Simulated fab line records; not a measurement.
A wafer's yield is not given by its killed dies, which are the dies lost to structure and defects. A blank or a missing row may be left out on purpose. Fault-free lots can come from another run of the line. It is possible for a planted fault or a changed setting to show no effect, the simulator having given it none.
The tool behind it: which one? | flow n5-finfet | 15 lots, 45 wafers sampled, at 4 steps of a route of 1938

== WHAT THE GAUGES READ, wafer by wafer ==
N5_MOL_CONTACT_COAG_CD_MEAS_08: target cd 28 nm.
lot  | measured     | on        | cd-nm (nm)
L509 | day 5 01:04  | cd-sem-01 | 27.88 28.04 28.36
L511 | day 5 10:49  | cd-sem-03 | 28.00 27.63 27.59
L512 | day 5 15:46  | cd-sem-02 | 27.67 28.14 28.11
L513 | day 5 21:13  | cd-sem-02 | 28.33 28.27 28.13
L514 | day 6 06:22  | cd-sem-01 | 27.84 27.74 27.90
L515 | day 6 09:58  | cd-sem-01 | 27.49 28.06 27.76
L520 | day 7 18:33  | cd-sem-01 | 27.98 27.98 27.98
L523 | day 8 10:17  | cd-sem-01 | 27.95 27.84 27.70
L526 | day 9 06:26  | cd-sem-01 | - - -
L527 | day 9 13:31  | cd-sem-01 | - - -
L528 | day 9 14:57  | cd-sem-03 | 28.00 27.87 28.17
L529 | day 9 21:31  | cd-sem-03 | 27.88 27.84 27.64
L530 | day 10 06:25 | cd-sem-01 | 28.19 27.47 27.85
L531 | day 10 10:09 | cd-sem-03 | 27.77 28.26 27.91
L525 | day 10 12:19 | cd-sem-03 | - - -

== EACH LOT AND THE TOOL THAT RAN IT (in order: tool; ch and the chambers of the sampled wafers; start) ==
lot  | N5_GATE_CUT_VAPOR_ETCH_51         | N5_GATE_CUT_CMP_43            | N5_MOL_CONTACT_COAG_EXPOSE_05
L509 | rie-metal-01 ch 1, day 4 19:54    | cmp-02 ch 0,3, day 4 23:56    | euv-scanner-01 ch 0, day 5 00:57
L511 | rie-metal-01 ch 1, day 5 07:44    | cmp-02 ch 0,1,2, day 5 09:58  | euv-scanner-02 ch 0, day 5 10:41
L512 | rie-metal-03 ch 0,1, day 5 12:34  | cmp-01 ch 0,3, day 5 14:34    | euv-scanner-01 ch 0, day 5 15:39
L513 | rie-metal-01 ch 1, day 5 18:02    | cmp-02 ch 0,1,3, day 5 20:10  | euv-scanner-02 ch 0, day 5 21:05
L514 | rie-metal-03 ch 0, day 6 03:19    | cmp-03 ch 0,1,3, day 6 05:31  | euv-scanner-02 ch 0, day 6 06:14
L515 | rie-metal-01 ch 1, day 6 06:54    | cmp-01 ch 1,2,3, day 6 08:57  | euv-scanner-02 ch 0, day 6 09:50
L520 | rie-metal-03 ch 0,1, day 7 15:23  | cmp-01 ch 0,2, day 7 17:30    | euv-scanner-02 ch 0, day 7 18:25
L523 | rie-metal-01 ch 0, day 8 07:16    | cmp-02 ch 0,1, day 8 09:17    | euv-scanner-01 ch 0, day 8 10:10
L526 | rie-metal-02 ch 0,1, day 9 02:46  | cmp-02 ch 0,2,3, day 9 05:11  | euv-scanner-01, day 9 06:19
L527 | rie-metal-02 ch 0, day 9 10:29    | cmp-01 ch 0,3, day 9 12:31    | euv-scanner-01, day 9 13:24
L528 | rie-metal-03 ch 0,1, day 9 11:54  | cmp-01 ch 0,1,3, day 9 14:00  | euv-scanner-01 ch 0, day 9 14:49
L529 | rie-metal-03 ch 0,1, day 9 18:19  | cmp-03 ch 0,1,2, day 9 20:33  | euv-scanner-02 ch 0, day 9 21:23
L530 | rie-metal-02 ch 1, day 10 02:37   | cmp-01 ch 0,2,3, day 10 04:41 | euv-scanner-01 ch 0, day 10 06:17
L531 | rie-metal-03 ch 0,1, day 10 07:01 | cmp-02 ch 0,2,3, day 10 09:10 | euv-scanner-02 ch 0, day 10 10:02
L525 | rie-metal-03 ch 0,1, day 10 09:17 | cmp-03 ch 0,2,3, day 10 11:23 | euv-scanner-02, day 10 12:12
- N5_GATE_CUT_VAPOR_ETCH_51: etches HfO2 in BCl3/Cl2.
- N5_GATE_CUT_CMP_43: polishes SiO2.
- N5_MOL_CONTACT_COAG_EXPOSE_05: exposes mask CA, defocus 0 nm.

== AS READ BY THE TOOLS THEMSELVES (means over the sampled wafers that have a number; for cases with no such wafer, the mark the record gives instead) ==
N5_GATE_CUT_VAPOR_ETCH_51.
lot  | tool         | drypump-motor-current-A (A) | oes-product-au (a.u.)
L509 | rie-metal-01 | 5.7                         | 0.78
L511 | rie-metal-01 | 5.7                         | 0.78
L512 | rie-metal-03 | 5.5                         | 0.70
L513 | rie-metal-01 | 5.6                         | 0.77
L514 | rie-metal-03 | 5.7                         | 0.63
L515 | rie-metal-01 | 5.7                         | 0.77
L520 | rie-metal-03 | 5.5                         | 0.69
L523 | rie-metal-01 | 5.7                         | 0.70
L526 | rie-metal-02 | 5.6                         | 0.68
L527 | rie-metal-02 | 5.1                         | 0.69
L528 | rie-metal-03 | 5.4                         | 0.67
L529 | rie-metal-03 | 5.5                         | 0.68
L530 | rie-metal-02 | 6.5                         | 0.68
L531 | rie-metal-03 | 5.2                         | 0.74
L525 | rie-metal-03 | 5.5                         | 0.68

N5_GATE_CUT_CMP_43.
lot  | tool   | motor-current-A (A) | slurry-filter-dp-kPa (kPa)
L509 | cmp-02 | 12.3                | 13.43
L511 | cmp-02 | 12.4                | 13.50
L512 | cmp-01 | 13.0                | 13.45
L513 | cmp-02 | 12.6                | 13.59
L514 | cmp-03 | 11.9                | 13.58
L515 | cmp-01 | 12.3                | 13.39
L520 | cmp-01 | 14.1                | 13.40
L523 | cmp-02 | 13.1                | 13.62
L526 | cmp-02 | 12.0                | 13.64
L527 | cmp-01 | 11.8                | 13.68
L528 | cmp-01 | 11.7                | 13.57
L529 | cmp-03 | 12.0                | 13.57
L530 | cmp-01 | 13.1                | 13.36
L531 | cmp-02 | 12.3                | 13.47
L525 | cmp-03 | 11.6                | 13.32

N5_MOL_CONTACT_COAG_EXPOSE_05.
lot  | tool           | exposure-dose-mJ-cm2 | focus-offset-nm (nm)
L509 | euv-scanner-01 | 38.22                | 0.7
L511 | euv-scanner-02 | 38.20                | -0.1
L512 | euv-scanner-01 | 38.22                | -1.0
L513 | euv-scanner-02 | 38.16                | -0.0
L514 | euv-scanner-02 | 38.23                | -0.4
L515 | euv-scanner-02 | 38.19                | -0.6
L520 | euv-scanner-02 | 38.22                | -0.4
L523 | euv-scanner-01 | 38.24                | -0.4
L526 | euv-scanner-01 | -                    | -
L527 | euv-scanner-01 | -                    | -
L528 | euv-scanner-01 | 38.21                | 0.2
L529 | euv-scanner-02 | 38.23                | 0.8
L530 | euv-scanner-01 | 38.31                | 0.0
L531 | euv-scanner-02 | 38.30                | 0.1
L525 | euv-scanner-02 | -                    | -

== THE ANSWER, worked out from the rows above alone ==
Rule: the lots themselves supply what counts as usual. Put in order of their means at a reading, lots are off if they are a third of the lots or fewer, leave a main group of 4 or more, and stand apart from it by a gap of 3 or more times the standard deviation of the main group's means; of several such gaps the widest counts. A main group whose means are all the same, to the digits that the tables above print for the reading, isn't used. A lot without any number at a reading at which 4 lots or more have one is off too. Where the step has rows for the other lots, those lots are counted as sound. First the gauges in route order, then the tools' own readings, where a lot's mean is used as printed above. At the first step where some lot is off, the reading lying furthest off is the one used; lots without a number count as furthest.
Off, at N5_MOL_CONTACT_COAG_CD_MEAS_08 on cd-nm: L526, L527, L525. Without a number there: L526, L527, L525. The main group: mean 27.92 nm, standard deviation 0.14.
A tool fits if, at a process step before that reading, it ran every lot that is off, and no sound lot after the first of them. The gauges at N5_MOL_CONTACT_COAG_CD_MEAS_08 aren't tried: what is off there is off at N5_MOL_CONTACT_COAG_EXPOSE_05 too, on other tools, and a gauge's error can't cause that. No candidate that was tried fits.

== WHAT THE SIMULATOR HAD INSERTED ==
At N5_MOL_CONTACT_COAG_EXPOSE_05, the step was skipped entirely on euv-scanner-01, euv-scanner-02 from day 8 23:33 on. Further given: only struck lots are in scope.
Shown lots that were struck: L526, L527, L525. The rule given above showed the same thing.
